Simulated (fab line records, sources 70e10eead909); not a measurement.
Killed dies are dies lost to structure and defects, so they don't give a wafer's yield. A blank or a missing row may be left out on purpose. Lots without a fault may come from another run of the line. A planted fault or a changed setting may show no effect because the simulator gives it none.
Chamber matching | flow nand_harc | NHARC_P_M2_PRE_CLEAN_32 on pecvd-03: 3 sister chambers
The step time 12 s. 14 wafers are shown with their chamber, then 7 later ones without.

WAFERS WITH THEIR CHAMBER
wafer  | chamber | heater_power_w (W)
L918.2 | 0       | 521
L918.5 | 2       | 614
L918.6 | 1       | 689
L921.1 | 1       | 678
L921.3 | 0       | 581
L921.4 | 1       | 677
L920.1 | 1       | 701
L920.2 | 0       | 515
L920.5 | 2       | 671
L926.2 | 2       | 713
L926.3 | 0       | 557
L926.4 | 0       | 563
L934.2 | 2       | 699
L934.4 | 2       | 687

SIGNATURES (means of the wafers above)
reading        | chamber 0 | chamber 1 | chamber 2 | scatter within a chamber
heater_power_w | 547.40    | 686.25    | 676.80    | 29.3
Rule: a wafer's distance from a chamber is the root of the sum, over the readings, of the square of ((its reading less the chamber's mean) divided by the reading's scatter). The wafer belongs to the nearest chamber; if the next one is less than 2 further off, it can't be placed. The scatter: the root of (the sum of the squares of (reading less its chamber's mean) over the shown wafers, divided by (wafers less chambers)).

WAFERS WITHOUT THEIR CHAMBER
wafer  | heater_power_w (W)
L934.5 | 696
L937.1 | 574
L937.2 | 641
L937.6 | 621
L938.1 | 690
L938.4 | 707
L938.5 | 692

WHICH CHAMBER EACH WENT THROUGH
wafer  | from the rows above          | in truth
L934.5 | can't be placed: 1 or 2      | 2
L937.1 | 0                            | 0
L937.2 | can't be placed: 2 or 1 or 0 | 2
L937.6 | can't be placed: 2 or 1 or 0 | 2
L938.1 | can't be placed: 1 or 2      | 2
L938.4 | can't be placed: 1 or 2      | 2
L938.5 | can't be placed: 1 or 2      | 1
Placed correctly: 1 of 7. Can't be placed from these rows: 6 (the true chamber is among the candidates in 6). Placed wrongly: 0.
